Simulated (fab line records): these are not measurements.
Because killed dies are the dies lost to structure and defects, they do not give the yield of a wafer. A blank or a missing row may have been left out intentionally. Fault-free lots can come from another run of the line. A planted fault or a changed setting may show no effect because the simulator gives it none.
fab line records	flow n5Finfet
record lots=11	wafers=29	lastDay=19
route steps=1938 shown MOL_CONTACT_COAG@527 BEOL_M4@1111 PASSIVATION@1936
lots untouched by any fault: they come from a run of this same line in which no faults occurred
startH: the number of hours between the record's first day and the start of the first shown wafer of the lot	waitH: hours from the lot's prior step to this one	" identical to the entry in the row above	L1.1+2: a single row standing in for several wafers	- either no value or no given start	* or withheld: withheld	< > ~ a bound
route shown NAME@n: a module of which the file shows steps, and the number in the route of the first	usual: average and standard deviation across the fault-free wafers	same: alike in all rows	chamber/n: place in a boat	sites: readings site by site	_std_site: standard deviation of those values	_edge_site: the outer-site mean with the inner-site mean subtracted	radiusMm: for every site, how far away it sits from the centre of the wafer	mask NAME#n: copy n	behind: the tool/chamber that last shaped the wafer	hold: why the lot was held/for how many hours/how that ended	device: transistor that didn't switch, given as n, p or np	end of line: the same wafers' tests at the end of the route	for a step that has no rows: nothing shown but its recipe	killed: not the wafer's yield, but the dies lost to structure and defects at the first sort	map: dies across one wafer; x = killed, . = not, _ = none there
set.NAME: the setting as run; set.NAME@STEP: as run at that earlier step	model.NAME: the simulator's own value behind a step, which no gauge read
the route's steps for a sample of lots (tables are steps, rows are wafers)
services: a tool's chamber out of use, with start hour (startH, from the record's first day; less than 0 if before it), hours out, and reason
## steps
# step N5_MOL_CONTACT_COAG_OVL_MEAS_09
# recipe pointsPerWafer=522
# usual CA_OVL=0.2/0.6
lot.wafer	tool	chamber	startH	waitH	CA_OVL[nm]
L867.2	overlay-02	0	85.29	0.0	-0.6
L867.3	"	0	"	"	-0.2
L867.5	"	0	"	"	-0.1
L870.1	overlay-01	0	115.39	0.0	0.5
L870.5	"	0	"	"	-0.1
L871.3	overlay-01	0	117.77	0.0	0.9
L871.6	"	0	"	"	0.8
L873.1	overlay-02	0	126.08	0.0	0.8
L873.3	"	0	"	"	0.9
L873.4	"	0	"	"	-0.4
L877.2	overlay-02	0	149.85	0.0	0.0
L877.4	"	0	"	"	-0.4
L877.6	"	0	"	"	-0.6
L878.3	overlay-02	0	156.52	0.0	0.5
L878.5	"	0	"	"	0.9
L878.6	"	0	"	"	0.1
L881.1	overlay-01	0	175.80	0.0	-1.3
L881.4	"	0	"	"	-0.7
L887.1	overlay-01	0	210.50	0.0	-0.2
L887.2	"	0	"	"	0.7
L887.5	"	0	"	"	0.2
L888.1	overlay-02	0	216.65	0.0	0.4
L888.5	"	0	"	"	1.2
L888.6	"	0	"	"	0.2
L889.3	overlay-02	0	225.19	0.0	-0.3
L889.5	"	0	"	"	-0.3
L889.6	"	0	"	"	-0.6
L890.1	overlay-01	0	227.72	0.0	0.2
L890.4	"	0	"	"	0.2
# step N5_MOL_CONTACT_COAG_STRIP_98
# recipe chemistry=N2/H2	powerW=500	tempC=40	pressureMtorr=50	rfFrequencyHz=6e+07	overashFraction=0.3	biasPowerW=8	h2Frac=0.5	n2FlowSccm=300	h2FlowSccm=300
# usual biasPowerW=8.001/0.025	chamberPressureMTorr=50.00/0.085	drypumpMotorCurrentA=5.6/0.44	n2FlowSccm=299.9/0.91	oesProductAu=0.79/0.094	overashFraction=0.3/0	rfVppV=54.4/1.3	showerheadPlenumPTorr=3.38/0.11	throttleValvePct=18.7/0.33
lot.wafer	tool	chamber	startH	waitH	biasPowerW	chamberPressureMTorr	drypumpMotorCurrentA	n2FlowSccm	oesProductAu	overashFraction	rfHoursCounterH	rfVppV	showerheadPlenumPTorr	throttleValvePct
L867.2	rieDiel-04	1	85.70	0.0	7.965	50.16	5.7	299.2	0.80	0.3	147	53.9	3.38	19.1
L867.3	"	3	"	"	8.005	49.93	6.0	300.1	0.72	0.3	236	54.2	3.47	19.1
L867.5	"	1	"	"	7.991	49.98	5.7	300.8	0.78	0.3	-	53.6	3.38	19.0
L870.1	rieDiel-02	2	115.81	0.0	7.981	50.13	5.3	298.5	0.78	0.3	98	53.2	3.50	18.8
L870.5	"	0	"	"	7.991	49.98	6.4	301.3	0.84	0.3	-	54.8	3.38	18.4
L871.3	rieDiel-02	0	118.18	0.0	8.021	49.94	6.3	300.6	0.85	0.3	56	52.9	3.38	18.4
L871.6	"	3	"	"	8.012	49.91	5.7	301.3	0.69	0.3	-	55.0	3.27	18.5
L873.1	rieDiel-02	2	126.50	0.0	7.980	49.93	5.3	300.3	0.79	0.3	101	56.3	3.50	18.8
L873.3	"	3	"	"	8.007	49.98	5.7	300.8	0.69	0.3	246	57.3	3.27	18.5
L873.4	"	0	"	"	7.997	49.97	6.3	299.6	0.84	0.3	60	56.4	3.37	18.4
L877.2	rieDiel-03	0	150.36	0.0	-	-	-	-	-	-	-	-	-	-
L877.4	"	0	"	"	-	-	-	-	-	-	-	-	-	-
L877.6	"	1	"	"	-	-	-	-	-	-	-	-	-	-
L878.3	rieDiel-04	1	157.03	0.0	-	-	-	-	-	-	-	-	-	-
L878.5	"	3	"	"	-	-	-	-	-	-	-	-	-	-
L878.6	"	1	"	"	-	-	-	-	-	-	-	-	-	-
L881.1	rieDiel-03	1	176.95	0.0	7.985	49.96	5.8	299.3	0.69	0.3	222	53.3	3.31	18.7
L881.4	"	0	"	"	8.013	49.82	5.0	298.7	0.84	0.3	42	54.5	3.38	18.2
L887.1	rieDiel-04	2	210.92	0.0	7.977	50.03	6.2	301.7	0.95	0.3	14	52.6	3.56	18.5
L887.2	"	1	"	"	7.987	49.98	5.7	299.6	0.76	0.3	189	54.7	3.36	19.1
L887.5	"	0	"	"	7.975	50.12	5.8	298.5	0.69	0.3	-	53.8	3.49	19.3
L888.1	rieDiel-04	2	217.08	0.0	7.982	49.98	6.2	298.1	0.93	0.3	17	52.9	3.56	18.6
L888.5	"	3	"	"	7.999	49.98	6.0	299.2	0.91	0.3	-	55.1	3.44	18.7
L888.6	"	2	"	"	7.966	50.01	6.2	298.3	0.92	0.3	-	52.5	3.56	18.5
L889.3	rieDiel-03	3	225.61	0.0	8.032	49.93	4.9	300.0	0.91	0.3	24	56.3	3.56	18.7
L889.5	"	1	"	"	7.992	49.96	5.8	299.4	0.67	0.3	-	54.5	3.31	18.7
L889.6	"	2	"	"	8.034	49.93	5.2	300.1	0.72	0.3	-	54.9	3.18	18.7
L890.1	rieDiel-03	3	228.14	0.0	7.994	50.12	4.9	299.2	0.90	0.3	24	57.4	3.56	18.7
L890.4	"	1	"	"	8.012	49.99	5.8	299.3	0.68	0.3	238	53.9	3.31	18.7
# step N5_MOL_CONTACT_COAG_TI_SIL_19
# recipe material=Ti	targetThkA=42	tempC=200	chamberPressurePa=5	powerW=5000	timeS=15
# usual throttleValvePct=30.0/1.3
lot.wafer	tool	chamber	startH	waitH	throttleValvePct
L867.2	pvdSputter-03	-	86.23	0.1	28.1
L867.3	"	-	"	"	29.6
L867.5	"	-	"	"	29.6
L870.1	pvdSputter-02	-	117.30	0.2	29.9
L870.5	"	-	"	"	31.4
L871.3	pvdSputter-03	-	120.11	0.2	28.7
L871.6	"	-	"	"	29.7
L873.1	pvdSputter-01	-	131.01	4.1	30.7
L873.3	"	-	"	"	32.8
L873.4	"	-	"	"	30.5
L877.2	pvdSputter-02	-	151.65	0.3	31.3
L877.4	"	-	"	"	31.4
L877.6	"	-	"	"	28.7
L878.3	pvdSputter-01	-	157.58	0.1	28.5
L878.5	"	-	"	"	31.2
L878.6	"	-	"	"	32.8
L881.1	pvdSputter-03	-	177.79	0.2	28.8
L881.4	"	-	"	"	29.5
L887.1	pvdSputter-01	-	211.57	0.3	28.5
L887.2	"	-	"	"	32.9
L887.5	"	-	"	"	30.9
L888.1	pvdSputter-02	-	219.10	1.7	31.5
L888.5	"	-	"	"	31.2
L888.6	"	-	"	"	29.0
L889.3	pvdSputter-02	-	227.30	0.1	28.7
L889.5	"	-	"	"	28.6
L889.6	"	-	"	"	31.2
L890.1	pvdSputter-01	-	230.53	0.4	30.7
L890.4	"	-	"	"	32.5
# step N5_MOL_CONTACT_COAG_PRE_CLEAN_142
# recipe gas=H2/He	timeS=60	tempC=300
# usual heaterPowerW=478/46
lot.wafer	tool	chamber	startH	waitH	heaterPowerW
L867.2	pvdSputter-02	-	93.42	3.7	418
L867.3	"	-	"	"	519
L867.5	"	-	"	"	422
L870.1	pvdSputter-03	-	122.13	0.9	424
L870.5	"	-	"	"	479
L871.3	pvdSputter-03	-	125.15	1.8	468
L871.6	"	-	"	"	432
L873.1	pvdSputter-01	-	135.09	1.5	510
L873.3	"	-	"	"	490
L873.4	"	-	"	"	613
L877.2	pvdSputter-01	-	156.44	2.1	515
L877.4	"	-	"	"	471
L877.6	"	-	"	"	479
L878.3	pvdSputter-03	-	163.16	2.2	485
L878.5	"	-	"	"	490
L878.6	"	-	"	"	429
L881.1	pvdSputter-03	-	181.41	1.7	425
L881.4	"	-	"	"	506
L887.1	pvdSputter-01	-	216.43	2.2	592
L887.2	"	-	"	"	493
L887.5	"	-	"	"	505
L888.1	pvdSputter-02	-	223.90	2.7	424
L888.5	"	-	"	"	436
L888.6	"	-	"	"	423
L889.3	pvdSputter-01	-	231.45	2.1	460
L889.5	"	-	"	"	497
L889.6	"	-	"	"	503
L890.1	pvdSputter-03	-	234.60	1.9	436
L890.4	"	-	"	"	508
# step N5_BEOL_M4_RC_MEAS_101
# usual DIBL_N=36.4/2.2	DIBL_P=36.3/2.5	IOFF_N=0.17/0.052	IOFF_P=0.23/0.049	ION_N=674/17	ION_P=464/11	SS_N=71.7/0.98	SS_P=73.3/0.84	VT_N=250/4	VT_P=-249/3.8
lot.wafer	tool	chamber	startH	waitH	DIBL_N[mV/V]	DIBL_P[mV/V]	IOFF_N[nA/um]	IOFF_P[nA/um]	ION_N[uA/um]	ION_P[uA/um]	SS_N[mV/dec]	SS_P[mV/dec]	VT_N[mV]	VT_P[mV]
L867.2	prober-02	0	175.89	0.2	36.9	38.2	0.18	0.25	708	483	71.2	73.4	246	-246
L867.3	"	0	"	"	40.0	41.8	0.23	0.32	704	487	72.4	75.1	245	-243
L867.5	"	0	"	"	38.3	40.1	0.19	0.30	682	472	72.0	75.2	246	-245
L870.1	prober-02	0	228.12	0.0	37.2	36.4	0.19	0.25	657	448	73.0	74.4	248	-247
L870.5	"	0	"	"	38.7	39.8	0.22	0.33	654	455	72.3	75.3	247	-245
L871.3	prober-01	0	233.47	0.3	35.7	36.6	0.16	0.28	683	483	71.7	73.1	250	-239
L871.6	"	0	"	"	39.7	41.8	0.26	0.42	714	495	71.7	74.6	241	-238
L873.1	prober-02	0	248.98	0.0	38.3	38.9	0.21	0.25	697	472	72.0	73.7	247	-249
L873.3	"	0	"	"	39.6	38.2	0.22	0.24	675	456	72.2	74.4	248	-250
L873.4	"	0	"	"	35.8	33.9	0.17	0.17	673	454	72.2	72.9	248	-252
L881.1	prober-01	0	277.38	0.0	35.7	34.5	0.13	0.21	649	452	70.9	73.4	254	-249
L881.4	"	0	"	"	37.0	36.6	0.17	0.26	680	468	71.5	73.4	246	-246
L887.1	prober-01	0	326.37	0.0	33.2	33.6	0.11	0.17	667	459	70.6	71.8	252	-249
L887.2	"	0	"	"	37.1	37.4	0.18	0.23	695	472	72.1	72.9	244	-244
L887.5	"	0	"	"	35.7	35.1	0.15	0.18	659	451	70.6	72.5	251	-252
L888.1	prober-02	0	331.96	0.0	35.2	34.1	0.15	0.20	683	464	71.3	72.3	249	-251
L888.5	"	0	"	"	35.0	34.6	0.14	0.20	675	466	71.2	72.1	251	-250
L888.6	"	0	"	"	36.6	36.3	0.17	0.23	689	470	72.5	73.7	249	-249
L889.3	prober-01	0	348.84	0.3	35.3	35.1	0.15	0.21	679	470	71.6	73.5	252	-248
L889.5	"	0	"	"	37.2	37.3	0.19	0.24	687	470	71.8	73.9	247	-249
L889.6	"	0	"	"	32.0	30.7	0.11	0.16	676	470	69.8	72.2	255	-253
L890.1	prober-01	0	349.46	0.7	33.5	34.5	0.12	0.19	652	459	71.2	72.9	255	-249
L890.4	"	0	"	"	34.1	34.9	0.14	0.20	674	470	70.4	71.8	248	-249
# step N5_PASSIVATION_PROBE_49
# usual defectLimitedYield=91.2/1.4	killed_at_M0_to_M3=34/9.3	killed_at_M4_up=14/5.9	killedAtContacts=14/5.7	killedAtFrontEnd=38/10	killedAtOther=4/3.2	killedDies=104/17	killedOnRim=14/4	killedOpen=67/13	killedShort=33/6.9	sort_bin_5_function=5.2/1	sort_bin_6_memory=3.3/0.61	sort_bin_8_speed=0.3/1.8	sortNPass=1069/52	sortYieldPct=91/4.4
# same grossDies=1180	killedAtBackSide=0	sort_bin_4_leakage[%]=0
lot.wafer	tool	chamber	startH	waitH	defectLimitedYield[%]	killed_at_M0_to_M3	killed_at_M4_up	killedAtContacts	killedAtFrontEnd	killedAtOther	killedDies	killedOnRim	killedOpen	killedShort	sort_bin_5_function[%]	sort_bin_6_memory[%]	sort_bin_8_speed[%]	sortNPass	sortYieldPct[%]
L867.2	prober-01	-	286.18	0.1	92.6	19	18	13	31	6	87	15	52	32	4.2	2.8	0	1093	93
L867.3	prober-01	-	286.23	0.1	93.4	28	9	7	34	0	78	9	46	30	3.7	2.6	0	1102	93
L867.5	prober-01	-	286.33	0.2	91.6	33	19	8	34	5	99	17	63	35	5.0	2.8	0	1081	92
L877.2	prober-01	-	376.28	0.1	0	27	20	1093	39	1	1180	152	73	27	96.8	3.0	0	0	0
L877.4	prober-01	-	376.38	0.2	0	23	14	1108	32	3	1180	152	54	29	97.5	2.2	0	0	0
L877.6	prober-01	-	376.48	0.3	0	41	15	1087	34	3	1180	152	75	34	96.1	3.6	0	0	0
L878.3	prober-02	-	385.23	0.1	0	24	14	1095	44	3	1180	152	73	26	96.4	3.2	0	0	0
L878.5	prober-02	-	385.33	0.2	0	25	14	1105	29	7	1180	152	56	29	96.4	3.1	0	0	0
L878.6	prober-02	-	385.38	0.3	0	36	11	1101	29	3	1180	152	65	28	96.3	3.6	0	0	0
L881.1	prober-01	-	392.21	0.0	90.8	41	15	14	39	0	109	16	65	39	5.3	3.6	0.2	1069	91
L881.4	prober-01	-	392.36	0.2	88.6	43	11	16	57	8	135	20	80	43	7.0	4.0	0	1045	89
# killed by level:class
L867.2 MOL_CONTACT_COAG:geometricParticle:open=9 BEOL_M4:geometricParticle:open=9 DUMMY_GATE:geometricParticle:open=7 FIN_SAQP:geometricParticle:open=6 FIN_SAQP:geometricParticle:short=6 BEOL_M3:geometricParticle:open=4 MOL_CONTACT_COAG:geometricParticle:short=4 BEOL_M1:geometricParticle:open=4
L867.3 FIN_SAQP:geometricParticle:open=10 FIN_SAQP:geometricParticle:short=10 BEOL_M0_SAQP:geometricParticle:open=7 MOL_CONTACT_COAG:geometricParticle:open=5 BEOL_M1:geometricParticle:short=5 BEOL_M1:geometricParticle:open=4 BEOL_M0_SAQP:geometricParticle:short=4 BEOL_M3:geometricParticle:open=4
L867.5 FIN_SAQP:geometricParticle:short=9 FIN_SAQP:geometricParticle:open=7 BEOL_M1:geometricParticle:open=7 MOL_CONTACT_COAG:geometricParticle:open=6 DUMMY_GATE:geometricParticle:open=5 BEOL_M0:geometricParticle:open=5 BEOL_M3:geometricParticle:short=5 BEOL_M3:geometricParticle:open=5
L877.2 MOL_CONTACT_COAG:areaSil=1073 MOL_CONTACT_COAG:geometricParticle:open=17 BEOL_M2:geometricParticle:open=9 BEOL_M4:geometricParticle:open=8 SD_EPI_N:areaEtch=7 STI_FIN_REVEAL:geometricParticle:open=6 BEOL_M3:geometricParticle:open=6 FIN_SAQP:geometricParticle:short=5
L877.4 MOL_CONTACT_COAG:areaSil=1097 DUMMY_GATE:geometricParticle:open=7 BEOL_M3:geometricParticle:open=7 MOL_CONTACT_COAG:geometricParticle:open=7 BEOL_M2:geometricParticle:open=7 BEOL_M4:geometricParticle:open=7 ILD0:geometricParticle:short=6 FIN_SAQP:geometricParticle:short=5
L877.6 MOL_CONTACT_COAG:areaSil=1071 BEOL_M2:geometricParticle:open=13 MOL_CONTACT_COAG:geometricParticle:open=12 FIN_SAQP:geometricParticle:open=8 BEOL_M0_SAQP:geometricParticle:open=8 BEOL_M3:geometricParticle:open=8 BEOL_M4:geometricParticle:open=7 ILD0:geometricParticle:short=7
L878.3 MOL_CONTACT_COAG:areaSil=1067 MOL_CONTACT_COAG:geometricParticle:open=22 SDB:areaEtch=14 DUMMY_GATE:geometricParticle:open=6 MOL_CONTACT_COAG:geometricParticle:short=6 BEOL_M2:geometricParticle:open=6 FIN_SAQP:geometricParticle:open=5 BEOL_M0_SAQP:geometricParticle:open=5
L878.5 MOL_CONTACT_COAG:areaSil=1090 MOL_CONTACT_COAG:geometricParticle:open=14 STARTING-WAFER:geometricParticle:open=7 BEOL_M0_SAQP:geometricParticle:open=5 BEOL_M0_SAQP:geometricParticle:short=5 BEOL_M2:geometricParticle:open=5 SDB:areaEtch=5 DUMMY_GATE:geometricParticle:open=4
L878.6 MOL_CONTACT_COAG:areaSil=1084 MOL_CONTACT_COAG:geometricParticle:open=12 BEOL_M3:geometricParticle:open=9 BEOL_M0_SAQP:geometricParticle:short=8 BEOL_M2:geometricParticle:open=8 FIN_SAQP:geometricParticle:open=7 GATE_CUT:geometricParticle:open=5 MOL_CONTACT_COAG:geometricParticle:short=5
L881.1 BEOL_M0_SAQP:geometricParticle:short=10 BEOL_M1:geometricParticle:open=10 GATE_CUT:geometricParticle:short=9 MOL_CONTACT_COAG:geometricParticle:open=9 BEOL_M0_SAQP:geometricParticle:open=7 BEOL_M0:geometricParticle:open=7 STI_FIN_REVEAL:geometricParticle:open=6 FIN_SAQP:geometricParticle:open=5
L881.4 STI_FIN_REVEAL:geometricParticle:open=18 MOL_CONTACT_COAG:geometricParticle:open=14 BEOL_M0_SAQP:geometricParticle:open=13 BEOL_M0_SAQP:geometricParticle:short=8 BEOL_M1:geometricParticle:open=8 PASSIVATION:areaEtch=8 GATE_CUT:geometricParticle:short=7 FIN_SAQP:geometricParticle:short=6
## services
tool	chamber	startH	hours	kind
pvdSputter-01	-	66.30	3.6	repair
rieDiel-02	0	73.23	5.6	repair
pvdSputter-02	-	73.97	11.7	repair
rieDiel-02	0	82.78	5.5	repair
pvdSputter-03	-	94.96	13.8	repair
rieDiel-04	0	98.94	4.2	repair
rieDiel-04	3	118.34	-	clean
rieDiel-04	3	118.34	-	consumableReplace:focusRing
rieDiel-04	3	118.34	17.5	scheduledDown
rieDiel-04	3	118.34	17.5	ventCycle
rieDiel-03	3	134.34	-	clean
rieDiel-03	3	134.34	-	consumableReplace:focusRing
rieDiel-03	3	134.34	-	consumableReplace:showerhead
rieDiel-03	3	134.34	23.1	scheduledDown
rieDiel-03	3	134.34	23.1	ventCycle
rieDiel-04	2	135.83	-	clean
rieDiel-04	2	135.83	-	consumableReplace:focusRing
rieDiel-04	2	135.83	-	consumableReplace:showerhead
rieDiel-04	2	135.83	27.6	scheduledDown
rieDiel-04	2	135.83	27.6	ventCycle
rieDiel-04	0	148.13	4.3	repair
pvdSputter-01	-	155.00	1.1	repair
pvdSputter-01	-	161.50	48.4	repair
rieDiel-03	0	201.11	2.7	repair
## key
firstSign step=N5_MOL_CONTACT_COAG_STRIP_98	reading=toolRecord	direction=missing
effect step=N5_PASSIVATION_PROBE_49	reading=killedAtContacts	direction=up	sigmas=99+	usual=14	struck=1098
moreKillsBornAt N5_MOL_CONTACT_COAG_TI_SIL_19@pvdSputter-02=3241	N5_MOL_CONTACT_COAG_TI_SIL_19@pvdSputter-01=3241
metAt N5_MOL_CONTACT_COAG_STRIP_98
struckLots L877,L878
laterRowsLeftOut L877.2,L877.4,L877.6,L878.3,L878.5,L878.6
baselineLoss step=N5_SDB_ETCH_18	wafers=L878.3
notActingAt N5_MOL_CONTACT_COAG_OVL_MEAS_09,N5_MOL_CONTACT_COAG_TI_SIL_19,N5_MOL_CONTACT_COAG_PRE_CLEAN_142
onsetBetween 85.70 150.36
fault kind=skippedStepWhole	tool=rieDiel-03,rieDiel-04	chamber=-	onsetH=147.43	steps=N5_MOL_CONTACT_COAG_STRIP_98	scope=struckLotsOnly
# laterRowsLeftOut: the simulator's readings of these wafers behind a module that went badly wrong aren't trusted and aren't shown, but for the sort
# baselineLoss: these wafers lose ten dies or more at that step, a loss of the line's own and not of a fault; the sort's usual values leave them out
